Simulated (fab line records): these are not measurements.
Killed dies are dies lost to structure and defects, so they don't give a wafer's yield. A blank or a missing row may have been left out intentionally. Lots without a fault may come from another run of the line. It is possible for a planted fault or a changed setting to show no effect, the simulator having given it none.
Split-lot trial    flow n5Finfet    21 wafers read across 7 lots, on a route 1938 steps long

THE SPLIT ITSELF
At N5_BEOL_M0_SAQP_COAT_08 (resist thk 90 nm), the setting spinRpm was moved away from the recipe's 1500 rpm on 7 of the 21 wafers read, by -9.9% to -4.8%. The other wafers ran this setting at the recipe's value.

FROM THE SPLIT TO THE READING: what the file shows between them, 3 steps
- N5_BEOL_M0_SAQP_EBR_10
- N5_BEOL_M0_SAQP_SOFTBAKE_09: time 60 s
- N5_BEOL_M0_SAQP_DESCUM_19: chemistry O2, time 7.9 s

THE READING
CAR-ArF_of_BEOL_M0_SAQP_COAT_08.thkNm (the simulator's own value, which no gauge read), in nm, at N5_BEOL_M0_SAQP_ETCH_83 (etches SiARC in CF4, target depth 39 nm, time 65 s). The file gives no usual value for it. The 14 wafers here that ran the recipe average 55.5 nm, standard deviation 0.31 nm.

wafer   tool, chamber at the split  spinRpm as run, rpm  against the recipe  CAR-ArF_of_BEOL_M0_SAQP_COAT_08.thkNm, nm  against lot-mates on the recipe
L077.1  lithoTrack-04, 0            1500                 recipe              55.8                                       -
L077.4  lithoTrack-04, 0            1383                 -7.8%               59                                         +3.2
L077.6  lithoTrack-04, 0            1383                 -7.8%               59.2                                       +3.4
L080.2  lithoTrack-05, 0            1500                 recipe              55.6                                       -
L080.6  lithoTrack-05, 0            1500                 recipe              55.6                                       -
L080.5  lithoTrack-05, 0            1428                 -4.8%               57.6                                       +2.0
L082.4  lithoTrack-04, 0            1500                 recipe              55.6                                       -
L082.6  lithoTrack-04, 0            1500                 recipe              55.6                                       -
L082.5  lithoTrack-04, 0            1500                 recipe              55.2                                       -
L089.2  lithoTrack-05, 0            1500                 recipe              54.8                                       -
L089.3  lithoTrack-05, 0            1352                 -9.9%               59.8                                       +5.0
L089.5  lithoTrack-05, 0            1352                 -9.9%               59.8                                       +5.0
L090.3  lithoTrack-02, 0            1500                 recipe              56                                         -
L090.5  lithoTrack-02, 0            1500                 recipe              55.8                                       -
L090.6  lithoTrack-02, 0            1500                 recipe              55.6                                       -
L092.1  lithoTrack-02, 0            1500                 recipe              55.6                                       -
L092.4  lithoTrack-02, 0            1380                 -8.0%               59.4                                       +3.8
L092.5  lithoTrack-02, 0            1380                 -8.0%               59.4                                       +3.8
L096.3  lithoTrack-04, 0            1500                 recipe              55                                         -
L096.5  lithoTrack-04, 0            1500                 recipe              55.4                                       -
L096.6  lithoTrack-04, 0            1500                 recipe              55.4                                       -

FIT RESULTS
A straight line over all 21 wafers: CAR-ArF_of_BEOL_M0_SAQP_COAT_08.thkNm changes by -0.456 nm for each +1% of spinRpm; r = -0.99; the points scatter about the line by 0.29 nm.
The same after taking each lot's own level away (the mean of its wafers on the recipe; 21 wafers): -0.474 nm for each +1%; r = -0.99; scatter 0.22 nm.
Per that fit: largest spinRpm move, reading shift of 4.7 nm.
From 54.80 to 55.80 nm: that is the span of the lots' own levels, equal to 3.2 times the standard deviation above.
The two slopes are in agreement: the lot-to-lot level therefore moves the slope only a little.
Check: for one of the wafers moved furthest among these (-9.9%), held out of the fit, the line's prediction against its lot-mates is +4.57 nm. Against them it came out at +5 nm.

THE OTHER SPLITS THESE WAFERS WENT THROUGH
Before the reading, these wafers also passed through other splits. Each is held against what the fit with the lots' levels taken away leaves over:
other split on the same wafers          wafers away from the commonest value  r with CAR-ArF_of_BEOL_M0_SAQP_COAT_08.thkNm (lot level and that fit taken away)
N5_GATE_CUT_CUT_ETCH_54 icpW            8                                     -0.22
N5_MOL_CONTACT_COAG_ETCHBACK_135 timeS  7                                     -0.44

THE WHOLE CHAIN: every reading that the file lists as answering this split, in the file's order
step                     what it does                                        reading                                                                                 change (the file's fit)                r (the file's)
N5_BEOL_M0_SAQP_COAT_08  resist thk 90 nm                                    CAR-ArF_of_BEOL_M0_SAQP_COAT_08.thkNm (the simulator's own value, which no gauge read)  -0.459 nm for each +1% of the setting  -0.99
N5_BEOL_M0_SAQP_ETCH_83  etches SiARC in CF4, target depth 39 nm, time 65 s  CAR-ArF_of_BEOL_M0_SAQP_COAT_08.thkNm (the simulator's own value, which no gauge read)  -0.469 nm for each +1% of the setting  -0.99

FILE'S OWN FIT
CAR-ArF_of_BEOL_M0_SAQP_COAT_08.thkNm changes by -0.469 nm for each +1% of spinRpm, r = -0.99.
